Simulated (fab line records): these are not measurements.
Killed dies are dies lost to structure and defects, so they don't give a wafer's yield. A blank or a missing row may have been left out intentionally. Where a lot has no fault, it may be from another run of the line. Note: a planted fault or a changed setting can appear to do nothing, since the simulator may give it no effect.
2 desks looking at one fault	flow n5-finfet	only its own numbers are on each desk; what lay behind them is given at the end

== AT THE METROLOGY DESK ==
What the gauges read for every lot (on any tool): the sampled wafers with a number, averaged. Marked OUT: a lot whose mean sits more than 4 standard deviations from the usual mean, which makes it out of limits; the brackets give that distance. Readings shown: 7 out of 20 (the first out of limits, and those lying furthest out on some lot).
Columns: A = DIBL_N at N5_BEOL_M4_RC_MEAS_101, usual 35.9 mV/V; B = IOFF_N at N5_BEOL_M4_RC_MEAS_101, usual 0.15 nA/um; C = IOFF_N_85C at N5_BEOL_M4_RC_MEAS_101, usual 3.0 nA/um; D = IOFF_N_LIN at N5_BEOL_M4_RC_MEAS_101, usual 0.072 nA/um; E = ION_N at N5_BEOL_M4_RC_MEAS_101, usual 674 uA/um; F = SS_N at N5_BEOL_M4_RC_MEAS_101, usual 71.3 mV/dec; G = VT_N at N5_BEOL_M4_RC_MEAS_101, usual 250 mV
lot	first seen here	A	B	C	D	E	F	G
L750	day 3 20:37	34.2	0.13	2.6	0.063	667	71.3	252
L752	day 4 04:49	57.7 (+13) OUT	1.19 (+35) OUT	16.9 (+28) OUT	0.342 (+22) OUT	788 (+9.5) OUT	76.6 (+9.0) OUT	221 (-9.6) OUT
L755	day 5 01:23	62.1 (+15) OUT	1.98 (+61) OUT	25.5 (+45) OUT	0.421 (+29) OUT	797 (+10) OUT	79.8 (+14) OUT	217 (-11) OUT
L763	day 6 22:08	35.5	0.17	3.3	0.077	678	71.6	248
L764	day 7 05:05	37.0	0.16	3.1	0.073	676	71.6	251
L768	day 8 05:08	36.4	0.16	3.1	0.073	678	71.3	249
L769	day 8 13:27	35.3	0.14	2.8	0.066	668	71.5	250
L770	day 8 19:42	35.8	0.15	3.0	0.072	675	71.3	250
L771	day 9 02:54	34.6	0.12	2.4	0.057	667	70.8	255
Finding of this desk: L752, L755 out of limits, first seen on L752 at day 8 18:11 (DIBL_N at N5_BEOL_M4_RC_MEAS_101). L750, L763, L764, L768, L769, L770, L771: within limits.

== DESK OF THE TOOL OWNER: rtp-anneal-02 ==
The tool's own readings at N5_SD_ACTIVATION_RTA_00 (time 0 s): means of the sampled wafers that have a number, for each lot that ran on this tool. Marked OUT: a lot whose mean sits more than 4 standard deviations from the usual mean, which makes it out of limits; the brackets give that distance. Readings shown: 7 out of 9 (the first out of limits, and those lying furthest out on some lot).
Columns: A = lamp-power-pct at N5_SD_ACTIVATION_RTA_00, usual 8.95 %; B = lamp_zone_2_pct at N5_SD_ACTIVATION_RTA_00, usual 8.951 %; C = lamp_zone_3_pct at N5_SD_ACTIVATION_RTA_00, usual 8.951 %; D = lamp_zone_4_pct at N5_SD_ACTIVATION_RTA_00, usual 8.950 %; E = lamp_zone_5_pct at N5_SD_ACTIVATION_RTA_00, usual 8.953 %; F = lamp_zone_6_pct at N5_SD_ACTIVATION_RTA_00, usual 8.876 %; G = lamp_zone_7_pct at N5_SD_ACTIVATION_RTA_00, usual 9.348 %
lot	first seen here	A	B	C	D	E	F	G
L750	day 4 00:33	8.95	8.945	8.965	8.964	8.931	8.848	9.363
L752	day 4 08:44	9.57 (+13) OUT	9.523 (+25) OUT	9.518 (+23) OUT	9.506 (+24) OUT	9.553 (+24) OUT	9.472 (+26) OUT	9.948 (+22) OUT
L755	day 5 05:28	9.52 (+12) OUT	9.548 (+26) OUT	9.517 (+23) OUT	9.527 (+25) OUT	9.541 (+24) OUT	9.447 (+25) OUT	9.954 (+22) OUT
L768	day 8 09:17	9.00	8.932	8.951	8.910	8.944	8.878	9.339
L769	day 8 17:27	8.98	8.948	8.954	8.942	8.936	8.865	9.328
L770	day 9 00:46	8.92	8.956	8.945	8.960	8.942	8.851	9.357
This desk's finding: out of limits on L752, L755; first on L752, day 4 08:44 (lamp-power-pct at N5_SD_ACTIVATION_RTA_00). L750, L768, L769, L770: within limits.

== BROUGHT TOGETHER ==
On L752, L755, at day 4 08:44, an alarm was possible from the tool owner's desk.
Metrology desk: alarm possible at day 8 18:11 on L752, L755.
N5_SD_ACTIVATION_RTA_00 was run on rtp-anneal-02 by each of the lots named.

== WHAT HAD BEEN PUT IN BY THE SIMULATOR ==
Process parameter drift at N5_SD_ACTIVATION_RTA_00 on rtp-anneal-02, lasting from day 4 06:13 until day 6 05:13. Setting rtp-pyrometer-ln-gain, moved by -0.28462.
Shown lots that were struck: L752, L755.
Counting hours from when the fault started, the first reading out of limits came at 3 for the tool owner's desk and at 108 for the metrology desk.
